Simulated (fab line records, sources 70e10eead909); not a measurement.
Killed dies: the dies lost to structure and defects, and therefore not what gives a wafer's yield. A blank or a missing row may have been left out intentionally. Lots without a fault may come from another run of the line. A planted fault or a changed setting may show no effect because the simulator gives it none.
Check of tool commonality / flow nandHarc / 12 lots and 36 wafers in the sample

== THE REASON FOR OPENING IT ==
Flagged at NHARC_A_DECK1_JOINT_THK_MEAS_14: reading thkNm, on 3 of 12 lots. Fault-free wafers read 50.5 nm, with a standard deviation of 1.7.
Rule: a lot gets a flag if all its wafers with a number sit over 4 standard deviations from that mean, or if no wafer of it has a number. The rest of the lots are taken to be sound.

lot=L403; measured=day 11 22:17; on=filmMetro-02; thkNm (nm), wafer by wafer=50.1 52.1 48.0; flag=
lot=L404; measured=day 12 07:22; on=filmMetro-01; thkNm (nm), wafer by wafer=52.6 49.9 50.1; flag=
lot=L406; measured=day 12 20:57; on=filmMetro-01; thkNm (nm), wafer by wafer=50.6 47.9 47.5; flag=
lot=L413; measured=day 15 16:09; on=filmMetro-02; thkNm (nm), wafer by wafer=89.9 88.8 89.8; flag=FLAGGED
lot=L414; measured=day 16 05:50; on=filmMetro-02; thkNm (nm), wafer by wafer=88.6 88.6 90.3; flag=FLAGGED
lot=L416; measured=day 17 06:00; on=filmMetro-01; thkNm (nm), wafer by wafer=89.6 87.2 88.1; flag=FLAGGED
lot=L418; measured=day 18 00:35; on=filmMetro-02; thkNm (nm), wafer by wafer=50.0 51.9 51.5; flag=
lot=L419; measured=day 18 17:59; on=filmMetro-01; thkNm (nm), wafer by wafer=49.9 50.2 51.4; flag=
lot=L421; measured=day 19 17:20; on=filmMetro-01; thkNm (nm), wafer by wafer=50.9 47.6 49.0; flag=
lot=L423; measured=day 20 06:16; on=filmMetro-01; thkNm (nm), wafer by wafer=50.6 51.8 50.2; flag=
lot=L424; measured=day 20 11:25; on=filmMetro-02; thkNm (nm), wafer by wafer=52.0 50.6 50.5; flag=
lot=L425; measured=day 20 19:38; on=filmMetro-02; thkNm (nm), wafer by wafer=51.2 51.0 48.9; flag=
The numbers of the flagged lots are 89.0 nm on average: +38.5 nm against the usual, or +23 standard deviations.

== EACH LOT AND THE TOOL IT RAN ON ==
Before the reading, the record contains 3 process steps out of a 1302-step route. Cell contents, in order: the tool; ch with the chambers the sampled wafers went through; the start.
lot=L403; flag=; NHARC_A_CHANNEL_HOLE_D1_ETCH_33=harEtch-01 ch 0,1, day 9 07:43; NHARC_A_CHANNEL_FILL_D1_ALD_02=aldHk-02 ch 0,2,3, day 9 09:36; NHARC_A_DECK1_JOINT_CMP_13=cmp-04 ch 0,2,3, day 11 22:01
lot=L404; flag=; NHARC_A_CHANNEL_HOLE_D1_ETCH_33=harEtch-02 ch 0,1, day 9 16:44; NHARC_A_CHANNEL_FILL_D1_ALD_02=aldHk-03 ch 0,2,3, day 9 19:05; NHARC_A_DECK1_JOINT_CMP_13=cmp-03 ch 0,1,2, day 12 07:07
lot=L406; flag=; NHARC_A_CHANNEL_HOLE_D1_ETCH_33=harEtch-01 ch 0,1, day 10 07:24; NHARC_A_CHANNEL_FILL_D1_ALD_02=aldHk-03 ch 0,1,3, day 10 09:23; NHARC_A_DECK1_JOINT_CMP_13=cmp-04 ch 0,2,3, day 12 20:43
lot=L413; flag=FLAGGED; NHARC_A_CHANNEL_HOLE_D1_ETCH_33=harEtch-02 ch 0,1, day 13 02:30; NHARC_A_CHANNEL_FILL_D1_ALD_02=aldHk-03 ch 0,1,3, day 13 04:30; NHARC_A_DECK1_JOINT_CMP_13=cmp-03 ch 0,1,3, day 15 15:57
lot=L414; flag=FLAGGED; NHARC_A_CHANNEL_HOLE_D1_ETCH_33=harEtch-02 ch 0,1, day 13 17:08; NHARC_A_CHANNEL_FILL_D1_ALD_02=aldHk-02 ch 0,1,3, day 13 19:22; NHARC_A_DECK1_JOINT_CMP_13=cmp-04 ch 1,2, day 16 05:34
lot=L416; flag=FLAGGED; NHARC_A_CHANNEL_HOLE_D1_ETCH_33=harEtch-02 ch 0,1, day 14 18:09; NHARC_A_CHANNEL_FILL_D1_ALD_02=aldHk-04 ch 0,2,3, day 14 20:20; NHARC_A_DECK1_JOINT_CMP_13=cmp-04 ch 0,1,3, day 17 05:44
lot=L418; flag=; NHARC_A_CHANNEL_HOLE_D1_ETCH_33=harEtch-01 ch 0,1, day 15 10:56; NHARC_A_CHANNEL_FILL_D1_ALD_02=aldHk-04 ch 0,3, day 15 13:04; NHARC_A_DECK1_JOINT_CMP_13=cmp-03 ch 1,3, day 18 00:22
lot=L419; flag=; NHARC_A_CHANNEL_HOLE_D1_ETCH_33=harEtch-02 ch 0,1, day 16 00:56; NHARC_A_CHANNEL_FILL_D1_ALD_02=aldHk-03 ch 2,3, day 16 02:57; NHARC_A_DECK1_JOINT_CMP_13=cmp-01 ch 0,1,2, day 18 17:49
lot=L421; flag=; NHARC_A_CHANNEL_HOLE_D1_ETCH_33=harEtch-01 ch 0,1, day 17 00:23; NHARC_A_CHANNEL_FILL_D1_ALD_02=aldHk-03 ch 1,2,3, day 17 02:59; NHARC_A_DECK1_JOINT_CMP_13=cmp-04 ch 0,3, day 19 17:06
lot=L423; flag=; NHARC_A_CHANNEL_HOLE_D1_ETCH_33=harEtch-02 ch 0,1, day 17 16:55; NHARC_A_CHANNEL_FILL_D1_ALD_02=aldHk-02 ch 0,2,3, day 17 18:59; NHARC_A_DECK1_JOINT_CMP_13=cmp-01 ch 0,2,3, day 20 06:01
lot=L424; flag=; NHARC_A_CHANNEL_HOLE_D1_ETCH_33=harEtch-02 ch 0,1, day 17 21:08; NHARC_A_CHANNEL_FILL_D1_ALD_02=aldHk-04 ch 1,2,3, day 17 23:09; NHARC_A_DECK1_JOINT_CMP_13=cmp-03 ch 0,1, day 20 11:10
lot=L425; flag=; NHARC_A_CHANNEL_HOLE_D1_ETCH_33=harEtch-01 ch 0,1, day 18 06:07; NHARC_A_CHANNEL_FILL_D1_ALD_02=aldHk-04 ch 0,2,3, day 18 08:02; NHARC_A_DECK1_JOINT_CMP_13=cmp-01 ch 0,1,3, day 20 19:23
What the steps here do:
- NHARC_A_CHANNEL_HOLE_D1_ETCH_33: etches the open film in C4F8/O2/Ar, time 90 s, target depth 400 nm.
- NHARC_A_CHANNEL_FILL_D1_ALD_02: deposits SiO2, target thk 6 nm, pulse time 10 s, ald cycles 60.
- NHARC_A_DECK1_JOINT_CMP_13: polishes, target thk 51.023 nm.
- NHARC_A_DECK1_JOINT_THK_MEAS_14: measures by ellipsometry.

== FLAGGED AGAINST TOTAL, ONE TOOL AT A TIME (gauges that did the reading follow at the end) ==
step=NHARC_A_CHANNEL_HOLE_D1_ETCH_33; tool=harEtch-01; lots run=5; flagged=0; share of the flagged lots=none; sound lots run after its first flagged lot=-
step=NHARC_A_CHANNEL_HOLE_D1_ETCH_33; tool=harEtch-02; lots run=7; flagged=3; share of the flagged lots=all; sound lots run after its first flagged lot=3 (L419,L423,L424)
step=NHARC_A_CHANNEL_FILL_D1_ALD_02; tool=aldHk-02; lots run=3; flagged=1; share of the flagged lots=some; sound lots run after its first flagged lot=1 (L423)
step=NHARC_A_CHANNEL_FILL_D1_ALD_02; tool=aldHk-03; lots run=5; flagged=1; share of the flagged lots=some; sound lots run after its first flagged lot=2 (L419,L421)
step=NHARC_A_CHANNEL_FILL_D1_ALD_02; tool=aldHk-04; lots run=4; flagged=1; share of the flagged lots=some; sound lots run after its first flagged lot=3 (L418,L424,L425)
step=NHARC_A_DECK1_JOINT_CMP_13; tool=cmp-01; lots run=3; flagged=0; share of the flagged lots=none; sound lots run after its first flagged lot=-
step=NHARC_A_DECK1_JOINT_CMP_13; tool=cmp-03; lots run=4; flagged=1; share of the flagged lots=some; sound lots run after its first flagged lot=2 (L418,L424)
step=NHARC_A_DECK1_JOINT_CMP_13; tool=cmp-04; lots run=5; flagged=2; share of the flagged lots=some; sound lots run after its first flagged lot=1 (L421)
step=NHARC_A_DECK1_JOINT_THK_MEAS_14; tool=filmMetro-01; lots run=6; flagged=1; share of the flagged lots=some; sound lots run after its first flagged lot=3 (L419,L421,L423)
step=NHARC_A_DECK1_JOINT_THK_MEAS_14; tool=filmMetro-02; lots run=6; flagged=2; share of the flagged lots=some; sound lots run after its first flagged lot=3 (L418,L424,L425)

== WHAT THE TABLE PERMITS ==
Rows of the table that ran each flagged lot: 1, that is harEtch-02 at NHARC_A_CHANNEL_HOLE_D1_ETCH_33.
- harEtch-02 at NHARC_A_CHANNEL_HOLE_D1_ETCH_33 ran 7 lots, 3 of them flagged. Sound lots followed the first flagged one (L419, L423, L424) on it, something a lasting fault affecting the whole tool could not allow.
Not one row of the table ran every flagged lot while running no sound lot after the first.

== WHAT THE SIMULATOR PUT IN ==
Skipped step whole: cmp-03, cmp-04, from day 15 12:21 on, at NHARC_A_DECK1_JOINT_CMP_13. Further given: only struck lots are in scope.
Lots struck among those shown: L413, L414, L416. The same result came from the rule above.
